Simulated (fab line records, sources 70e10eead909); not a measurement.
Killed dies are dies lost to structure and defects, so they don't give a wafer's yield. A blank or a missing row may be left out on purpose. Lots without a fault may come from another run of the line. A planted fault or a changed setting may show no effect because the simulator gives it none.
A struck lot beside a sound one | flow nand_harc | 23 steps out of a route of 1302
Sound: wafers L924.1, L924.3, L924.4. Struck: wafer L919.3. (L919.6 of the same lot was not struck and is left out.) The cause comes at the end.
At each step with rows: each side's tool, then ch and its chambers, then its first start. Under that, the readings that differ: sound wafers | struck wafers | difference of the means | sigmas: that difference in standard deviations of wafers without a fault.
alike: readings whose means differ by less than 2 such deviations, and words and numbers that are the same on both sides. not compared: withheld readings, readings that some wafer has no value for, bounds like >300 that may hide the same value, and numbers for which the record gives no deviation and whose values overlap.
The two part at a step that has a row with sigmas, a row that says differs or no value, or rows on one side only. Numbers that don't overlap but have no deviation are shown without sigmas and don't part them. A reading that every wafer of one side lacks parts them only if that side has two wafers or more.

NHARC_P_CONTACT_DEP_00: deposits SiO2, target thk 500 nm.
  sound on pecvd-04 ch 0,1,2; struck on pecvd-01 ch 1
  alike: heater_power_w, showerhead_vpp_V, throttle_valve_pct
  not compared: since_wet_clean_h
NHARC_P_CONTACT_CMP_01: polishes SiO2, target thk 200 nm.
  sound on cmp-04 ch 0,2,3, day 11 22:08; struck on cmp-04 ch 1, day 9 01:56
  alike: motor_current_A
then, 9 steps without rows for these wafers: NHARC_P_CONTACT_SRD_03; NHARC_P_CONTACT_DEHYDRATE_04 (time 120 s); NHARC_P_CONTACT_HMDS_05 (time 30 s); NHARC_P_CONTACT_COAT_33 (time 75 s); NHARC_P_CONTACT_COAT_34 (time 65 s); NHARC_P_CONTACT_COAT_06 (resist thk 90 nm); NHARC_P_CONTACT_SOFTBAKE_07 (time 55 s); NHARC_P_CONTACT_EBR_08; NHARC_P_CONTACT_EXPOSE_09 (exposes mask P CA, target cd 90 nm).
NHARC_P_CONTACT_PEB_10: peb time 65 s.
  sound on litho_track-06 ch 0, day 11 22:53; struck on litho_track-01 ch 0, day 9 02:37
then, 1 step without rows for these wafers: NHARC_P_CONTACT_DEVELOP_11 (develop time 35 s).
NHARC_P_CONTACT_CD_MEAS_12: target cd 90 nm.
  sound on cd_sem-03 ch 0, day 11 22:58; struck on cd_sem-03 ch 0, day 9 02:42
  reading    | sound          | struck | difference | sigmas
  cd_nm (nm) | 89.0 90.1 89.5 | 103.2  | +13.7      | +21
NHARC_P_CONTACT_OVL_MEAS_13:
  sound on overlay-02, day 11 23:02; struck on overlay-01, day 9 02:47
  alike: overlay_x_nm, overlay_y_nm
NHARC_P_CONTACT_INSPECT_14:
  sound on defect_inspect-02, day 11 23:05; struck on defect_inspect-02, day 9 02:49
  alike: raw_defect_count
NHARC_P_CONTACT_DESCUM_17: chemistry O2, time 3 s.
  sound on rie_diel-03 ch 0,1,2, day 11 23:09; struck on rie_diel-03 ch 0, day 9 02:53
  reading                    | sound             | struck | difference | sigmas
  rf_hours_counter_h (h)     | 4.2 3.4 4.5       | 2.1    | -1.9       |
  model.P_CONTACT.cd_nm (nm) | 88.92 90.11 89.55 | 102.3  | +12.8      |
  alike: drypump_motor_current_A, oes_product_au, rf_vpp_V, showerhead_plenum_p_Torr, throttle_valve_pct
NHARC_P_CONTACT_ETCH_35: etches the open film in CF4, target depth 39 nm, time 65 s.
  sound on rie_diel-03 ch 0,1,3, day 11 23:14; struck on rie_diel-03 ch 0, day 9 02:59
  reading                | sound       | struck | difference | sigmas
  rf_hours_counter_h (h) | 4.2 4.2 4.6 | 2.1    | -2.2       |
  alike: drypump_motor_current_A, oes_product_au, rf_vpp_V, showerhead_plenum_p_Torr, throttle_valve_pct
NHARC_P_CONTACT_ETCH_36: etches the open film in N2/H2, target depth 260 nm, time 406.25 s.
  sound on rie_diel-03 ch 0,1,3; struck on rie_diel-03 ch 3
  reading                | sound       | struck | difference | sigmas
  rf_hours_counter_h (h) | 4.6 4.3 4.3 | 1.8    | -2.6       |
  alike: drypump_motor_current_A, oes_product_au, rf_vpp_V, showerhead_plenum_p_Torr, throttle_valve_pct
NHARC_P_CONTACT_ETCH_18: etches the open film in C4F8/O2/Ar, target depth 481 nm, time 240.5 s.
  sound on rie_diel-03 ch 1,2,3; struck on rie_diel-03 ch 3
  reading                | sound       | struck | difference | sigmas
  rf_hours_counter_h (h) | 3.5 4.5 4.4 | 1.9    | -2.2       |
  alike: oes_product_au, rf_vpp_V
then, 1 step without rows for these wafers: NHARC_P_CONTACT_STRIP_37 (strips in C4F8/O2/Ar).
NHARC_P_CONTACT_ETCH_31: etches the open film in CH3F/O2, target depth 30 nm, time 85.7 s.
  sound on rie_diel-03 ch 0,1,3; struck on rie_diel-03 ch 2
  reading                    | sound            | struck | difference | sigmas
  rf_hours_counter_h (h)     | 4.6 4.9 4.4      | 2.0    | -2.6       |
  model.P_CONTACT.cd_nm (nm) | 88.09 90.3 86.53 | 99.17  | +10.86     |
  alike: drypump_motor_current_A, oes_product_au, rf_vpp_V, showerhead_plenum_p_Torr, throttle_valve_pct
NHARC_P_CONTACT_CD_MEAS_19:
  sound on cd_sem-02, day 12 00:01; struck on cd_sem-03, day 9 03:46
  reading    | sound          | struck | difference | sigmas
  cd_nm (nm) | 88.0 90.4 86.7 | 99.2   | +10.8      | +7

WHERE THEY PART
First at NHARC_P_CONTACT_CD_MEAS_12; last, within this record, at NHARC_P_CONTACT_CD_MEAS_19.

WHY: what the simulator had put in
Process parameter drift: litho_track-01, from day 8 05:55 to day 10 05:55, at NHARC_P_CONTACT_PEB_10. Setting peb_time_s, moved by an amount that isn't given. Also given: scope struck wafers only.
